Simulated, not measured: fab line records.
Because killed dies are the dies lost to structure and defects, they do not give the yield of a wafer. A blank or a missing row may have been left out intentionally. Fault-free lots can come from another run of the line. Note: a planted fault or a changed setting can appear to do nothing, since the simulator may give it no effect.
8D (eight disciplines) problem report, filled in by code	flow n5_finfet	the parts of the form that need people (team, actions taken, sign-off) are left out

1. WHAT IS WRONG
run_length_s at N5_BEOL_M6_CVD_78 reads a mean of 209.0 s on 2 wafers of 1 lot; wafers without a fault read 165.6 s with a standard deviation of 0.61. That is +71 standard deviations from the usual mean.
The step: deposits Co from CCTBA/H2, target thk 2 nm, time 142.3 s.
First observed at day 11 08:38: wafer L771.2, on cvd_co-02. The record holds 33 wafers of 11 lots with a number at this step. Rule for "out", or "out of limits": more than 4 standard deviations from the usual mean. The other wafers with a number count as sound.

2. WHAT THIS IS AND IS NOT
question	is	is not
which readings at this step	run_length_s	-
which lots	L771	L766, L767, L768, L781, L783, L784, L785, L787, L788, L789
which wafers of those lots	L771.2, L771.4	L771.1
read on which tools	cvd_co-02	cvd_co-01
when	from day 11 08:38	up to then (10 sound wafers); but 21 sound wafers of L781, L783, L784, L785, L787, L788, L789 came after

3. THE SUSPECTS, EACH WITH WHAT RULES IT OUT
Counting: any tool at a process step up to the reading remains a suspect provided it ran every lot that is out. Sound lots after the first of them don't rule it out here, since some wafers of a struck lot are sound.
- rie_diel-02 at N5_BEOL_M6_ETCH_66 (etches SOC in N2/H2, target depth 80 nm, overetch 16 nm, time 120 s): kept. It ran the lot that is out, L771 (day 11 04:57).
- pvd_sputter-02 at N5_BEOL_M6_DEGAS_44 (time 60 s): kept. L771, the lot that is out, went through it at day 11 06:05; up to then, the latest sound lot through it was L767 at day 10 03:04.
- pvd_sputter-02 at N5_BEOL_M6_SURFACE_TREAT_79: kept. It ran the lot that is out, L771 (day 11 08:34).
- cvd_co-02 at N5_BEOL_M6_CVD_78 (deposits Co from CCTBA/H2, target thk 2 nm, time 142.3 s): kept. L771, the lot that is out, went through it at day 11 08:38; up to then, the latest sound lot through it was L767 at day 10 04:50. On those wafers its own readings are out: run_length_s.
- Within rie_diel-02 at N5_BEOL_M6_ETCH_66: the wafers that are out ran in chambers 0, 3; their sound lot-mates ran in chamber 1.
- Within cvd_co-02 at N5_BEOL_M6_CVD_78, the wafers that are out were processed in chamber 0 and their sound lot-mates in chamber 1.
Left after counting: rie_diel-02 at N5_BEOL_M6_ETCH_66, pvd_sputter-02 at N5_BEOL_M6_DEGAS_44, pvd_sputter-02 at N5_BEOL_M6_SURFACE_TREAT_79, cvd_co-02 at N5_BEOL_M6_CVD_78.

4. THE CAUSE (what the simulator had put in)
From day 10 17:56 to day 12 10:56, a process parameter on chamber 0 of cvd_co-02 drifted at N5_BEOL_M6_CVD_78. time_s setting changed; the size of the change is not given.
This tool is one of the 4 suspects left after counting.

5. SEQUENCE OF EFFECTS, ordered by route
Each row: a reading where the mean over the struck wafers with a number is more than 3 standard deviations away from the usual. Only readings whose record carries a usual standard deviation are examined. hours: median over the lots of the time between each lot's start at the first step of this table that gives one and its start at this step. sigmas: the change, counted in usual standard deviations.
hours	step	reading	usual	on struck wafers	change	sigmas
0	N5_BEOL_M6_CVD_78	run_length_s	165.6 s	209.0	+43.4	+71
Process steps it contains:
- N5_BEOL_M6_CVD_78: deposits Co from CCTBA/H2, target thk 2 nm, time 142.3 s.

6. HOW IT WOULD HAVE BEEN CAUGHT EARLIER
In this record the first reading out of limits was taken at day 11 08:38, 15 hours after the fault began at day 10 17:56.
